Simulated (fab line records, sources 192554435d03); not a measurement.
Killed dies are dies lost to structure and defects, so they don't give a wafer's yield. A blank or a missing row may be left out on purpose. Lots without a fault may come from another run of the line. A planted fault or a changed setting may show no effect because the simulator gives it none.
Which tool did it? | flow n5_finfet | 24 lots, 72 wafers sampled, at 2 steps of a route of 1938

WHAT THE GAUGES READ, wafer by wafer
N5_BEOL_M0_SAQP_OVL_MEAS_41. Usual: M0_CUT1_OVL 0.0 nm, standard deviation 0.66.
lot  | measured     | on         | M0_CUT1_OVL (nm) | flag
L074 | day 5 16:41  | overlay-01 | -0.3 0.1 0.7     |
L075 | day 5 23:45  | overlay-02 | -0.7 -0.3 0.1    |
L076 | day 6 05:55  | overlay-01 | -0.7 -0.3 0.1    |
L077 | day 6 11:08  | overlay-01 | 0.9 -0.3 0.3     |
L078 | day 6 21:39  | overlay-02 | 1.5 0.7 0.4      |
L079 | day 7 00:44  | overlay-02 | -0.3 -1.1 0.0    |
L080 | day 7 14:02  | overlay-02 | 0.8 0.7 2.0      |
L081 | day 7 15:34  | overlay-01 | -0.5 -0.2 0.4    |
L082 | day 7 19:44  | overlay-01 | -1.1 -1.0 -1.6   |
L083 | day 8 01:05  | overlay-02 | -0.3 0.1 -0.4    |
L084 | day 8 07:23  | overlay-01 | 0.7 -0.5 0.2     |
L085 | day 8 12:36  | overlay-02 | 0.9 -0.6 0.1     |
L086 | day 8 23:27  | overlay-02 | 0.5 0.1 0.0      |
L087 | day 9 04:28  | overlay-01 | 0.4 0.4 -0.2     |
L088 | day 9 09:59  | overlay-01 | 1.0 0.6 0.1      |
L089 | day 9 13:51  | overlay-02 | -0.4 -0.8 -0.4   |
L090 | day 9 21:22  | overlay-02 | -0.2 -0.5 -0.1   |
L091 | day 10 05:40 | overlay-02 | -0.6 -0.6 -0.1   |
L092 | day 10 09:19 | overlay-01 | -0.1 0.0 0.6     |
L093 | day 10 17:10 | overlay-02 | 0.1 1.1 0.7      |
L094 | day 10 19:35 | overlay-01 | 0.1 1.0 -0.2     |
L095 | day 10 20:40 | overlay-02 | -1.0 0.0 1.0     |
L096 | day 11 11:23 | overlay-01 | 0.2 -0.1 -0.3    |
L097 | day 11 17:36 | overlay-02 | 0.2 0.3 0.1      |

WHICH TOOL RAN EACH LOT (tool, then ch and the chambers of the sampled wafers, then the start)
lot  | N5_BEOL_M0_SAQP_SPACER2_ALD_26
L074 | ald_sin-04 ch 0,1,2, day 5 15:29
L075 | ald_sin-04 ch 0,1, day 5 22:40
L076 | ald_sin-04 ch 2,3, day 6 04:49
L077 | ald_sin-01 ch 0,1,3, day 6 09:55
L078 | ald_sin-04 ch 0,1, day 6 20:30
L079 | ald_sin-01 ch 0,1,3, day 6 23:31
L080 | ald_sin-04 ch 0,3, day 7 12:49
L081 | ald_sin-02 ch 0,2, day 7 14:06
L082 | ald_sin-04 ch 1,2,3, day 7 18:28
L083 | ald_sin-02 ch 1,2,3, day 7 23:49
L084 | ald_sin-04 ch 0,1,2, day 8 06:19
L085 | ald_sin-01 ch 1,2,3, day 8 11:31
L086 | ald_sin-04 ch 0,1,2, day 8 22:22
L087 | ald_sin-04 ch 0,2,3, day 9 03:23
L088 | ald_sin-04 ch 0,2,3, day 9 08:46
L089 | ald_sin-01 ch 0,1,3, day 9 12:38
L090 | ald_sin-01 ch 0,1,2, day 9 20:13
L091 | ald_sin-04 ch 1,2, day 10 04:31
L092 | ald_sin-04 ch 1,2,3, day 10 08:14
L093 | ald_sin-01 ch 0,3, day 10 16:04
L094 | ald_sin-04 ch 1,2,3, day 10 18:12
L095 | ald_sin-01 ch 2,3, day 10 19:34
L096 | ald_sin-02 ch 0,3, day 11 10:10
L097 | ald_sin-01 ch 1,2,3, day 11 16:29
- N5_BEOL_M0_SAQP_SPACER2_ALD_26: deposits SiO2, target thk 15 nm, pulse time 1 s, purge time 2 s.

WHAT THE TOOLS THEMSELVES READ (means of the sampled wafers that have a number; where no wafer has one, the mark that the record gives instead)
N5_BEOL_M0_SAQP_SPACER2_ALD_26. Usual: heater_power_w 468 W, standard deviation 43; precursor_pulse_height_rel 0.999, standard deviation 0.02; susceptor_temp_C 300.00 C, standard deviation 0.2.
lot  | tool       | heater_power_w (W) | precursor_pulse_height_rel | susceptor_temp_C (C) | flag
L074 | ald_sin-04 | 445                | 0.997                      | 299.87               |
L075 | ald_sin-04 | 414                | 1.017                      | 299.92               |
L076 | ald_sin-04 | 511                | 1.006                      | 300.06               |
L077 | ald_sin-01 | 459                | 0.994                      | 300.04               |
L078 | ald_sin-04 | 426                | 1.020                      | 299.84               |
L079 | ald_sin-01 | 459                | 0.998                      | 299.96               |
L080 | ald_sin-04 | 498                | 0.996                      | 299.84               |
L081 | ald_sin-02 | 495                | 0.973                      | 299.88               |
L082 | ald_sin-04 | 489                | 0.982                      | 299.84               |
L083 | ald_sin-02 | 462                | 1.000                      | 300.01               |
L084 | ald_sin-04 | 449                | 0.987                      | 300.01               |
L085 | ald_sin-01 | 465                | 1.000                      | 299.76               |
L086 | ald_sin-04 | 452                | 0.980                      | 300.15               |
L087 | ald_sin-04 | 480                | 1.002                      | 300.09               |
L088 | ald_sin-04 | 481                | 0.995                      | 299.80               |
L089 | ald_sin-01 | 465                | 1.003                      | 300.08               |
L090 | ald_sin-01 | 475                | 0.989                      | 300.04               |
L091 | ald_sin-04 | 467                | 0.996                      | 300.01               |
L092 | ald_sin-04 | 496                | 1.002                      | 300.17               |
L093 | ald_sin-01 | 436                | 0.985                      | 299.97               |
L094 | ald_sin-04 | 494                | 0.983                      | 300.12               |
L095 | ald_sin-01 | 462                | 1.005                      | 300.01               |
L096 | ald_sin-02 | 443                | 1.007                      | 299.78               |
L097 | ald_sin-01 | 477                | 1.001                      | 300.24               |

THE ANSWER, worked out from the rows above alone
Rule: a lot is off if the mean of its wafers that have a number lies more than 3 standard deviations from the usual mean. A lot without any number at a reading at which 4 lots or more have one is off too. The other lots that the step has rows for count as sound. The gauges are gone through in route order, then the tools' own readings, and for those a lot's mean is taken as printed above. The first step at which some lot is off is used, and at that step the reading that is off furthest; a lot without a number counts as furthest.
No lot is off at any reading shown: from this, nothing can be told.

WHAT THE SIMULATOR HAD PUT IN
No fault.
